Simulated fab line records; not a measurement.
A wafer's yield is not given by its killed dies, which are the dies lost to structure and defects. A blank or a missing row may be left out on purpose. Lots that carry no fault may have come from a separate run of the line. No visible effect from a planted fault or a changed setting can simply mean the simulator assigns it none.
A lot that was struck, set against a sound lot | flow n5_finfet | 15 steps out of a route of 1938
Sound: these wafers, L798.2, L798.4, L798.6. The struck wafers were L807.1, L807.2, L807.4. Last of all comes the cause.
Order at every step that has rows: each side's tool, ch and its chambers, its first start. Under that, the readings that differ: sound wafers | struck wafers | difference of the means | sigmas: that difference in standard deviations of wafers without a fault.
alike: readings with means less than 2 such deviations apart, plus words and numbers identical on both sides. not compared: withheld readings, readings lacking a value on some wafer, bounds such as >300 that could conceal the same value, and numbers that have no deviation in the record and whose values overlap.
The two part at a step that has a row with sigmas, a row that says differs or no value, or rows on one side only. Non-overlapping numbers with no deviation appear without sigmas and do not part them. A reading missing from all wafers of one side parts the sides only when that side holds two or more wafers.

N5_BEOL_M10_ETCH_61: etches SiARC in CF4, target depth 39 nm, time 65 s.
  sound on rie_diel-01 ch 0,3, day 11 05:50; struck on rie_diel-02 ch 0,2,3, day 14 01:27
  reading               | sound          | struck         | difference | sigmas
  oes_product_au (a.u.) | 0.79 0.77 0.79 | 0.59 0.61 0.70 | -0.15      | -2
  alike: bias_w, drypump_motor_current_A, etch_rf_on_time_s, rf_vpp_V, showerhead_plenum_p_Torr, throttle_valve_pct
  not compared: rf_hours_counter_h
N5_BEOL_M10_ETCH_62: etches SOC in N2/H2, target depth 110 nm, overetch 22 nm, time 165 s.
  sound on rie_diel-01 ch 0,3, day 11 05:53; struck on rie_diel-02 ch 0,2,3, day 14 01:30
  reading               | sound          | struck         | difference | sigmas
  oes_product_au (a.u.) | 0.78 0.76 0.78 | 0.58 0.59 0.68 | -0.16      | -2
  alike: bias_w, drypump_motor_current_A, rf_vpp_V, showerhead_plenum_p_Torr, throttle_valve_pct
  not compared: rf_hours_counter_h
then, 1 step without rows for these wafers: N5_BEOL_M10_STRIP_68 (strips in N2/H2).
N5_BEOL_M10_STRIP_67: strips in CF4.
  sound on rie_diel-01 ch 0,3, day 11 06:02; struck on rie_diel-02 ch 0,2,3, day 14 01:39
  reading               | sound          | struck         | difference | sigmas
  oes_product_au (a.u.) | 0.91 0.89 0.91 | 0.69 0.70 0.81 | -0.17      | -2
  alike: drypump_motor_current_A, rf_vpp_V, showerhead_plenum_p_Torr, throttle_valve_pct
  not compared: rf_hours_counter_h
N5_BEOL_M10_HM_OPEN_17: chemistry Cl2/BCl3, target TiN, target depth 20 nm, overetch 6 nm.
  sound on rie_metal-03 ch 0,1, day 11 06:04; struck on rie_metal-02 ch 0,1, day 14 01:41
  alike: bias_w, drypump_motor_current_A, oes_product_au, throttle_valve_pct
  not compared: rf_hours_counter_h
N5_BEOL_M10_STRIP_19: strips in O2.
  sound on rie_diel-06 ch 0,2, day 11 06:11; struck on rie_diel-01 ch 0,2,3, day 14 01:56
  alike: drypump_motor_current_A, oes_product_au, rf_vpp_V, showerhead_plenum_p_Torr, throttle_valve_pct
  not compared: rf_hours_counter_h
N5_BEOL_M10_CD_MEAS_18: pitch 140 nm, target cd 70 nm.
  sound on cd_sem-02, day 11 06:16; struck on cd_sem-03, day 14 02:01
  alike: cd_nm
then, 5 steps without rows for these wafers: N5_BEOL_M10_COAT_63 (time 60 s, resist thk 100 nm); N5_BEOL_M10_COAT_64 (time 60 s, resist thk 30 nm); N5_BEOL_M10_COAT_22 (resist thk 90 nm); N5_BEOL_M10_EBR_24; N5_BEOL_M10_SOFTBAKE_23 (time 60 s).
N5_BEOL_M10_EXPOSE_25: exposes mask V9.
  sound on arfi_scanner-01 ch 0, day 11 07:30; struck on arfi_scanner-01 ch 0, day 14 02:45
  reading              | sound             | struck            | difference | sigmas
  exposure_dose_mJ_cm2 | 85.47 85.58 85.71 | 84.40 84.53 84.44 | -1.13      | -13
  alike: mask, reticle_temp_C
then, 1 step without rows for these wafers: N5_BEOL_M10_PEB_26 (peb time 60 s).
-- record jumps: 2 days separate the struck wafers' starts on either side; left off in module BEOL_M10, taken up again in module PASSIVATION, whose first shown step is the route's number 1936 --
N5_PASSIVATION_PROBE_49:
  sound on prober-02, day 14 03:59; struck on prober-01, day 16 04:10
  alike: defect_limited_yield, killed_at_M0_to_M3, killed_at_M4_up, killed_at_contacts, killed_at_front_end, killed_at_other, killed_dies, killed_on_rim, killed_open, killed_short, sort_bin_5_function, sort_bin_6_memory, sort_n_pass, sort_yield_pct

== WHERE THEY PART ==
At N5_BEOL_M10_ETCH_61 first; at N5_BEOL_M10_EXPOSE_25 last (within this record only). Later steps at which nothing parts them and some readings are alike: N5_PASSIVATION_PROBE_49.

WHY: whatever the simulator had introduced
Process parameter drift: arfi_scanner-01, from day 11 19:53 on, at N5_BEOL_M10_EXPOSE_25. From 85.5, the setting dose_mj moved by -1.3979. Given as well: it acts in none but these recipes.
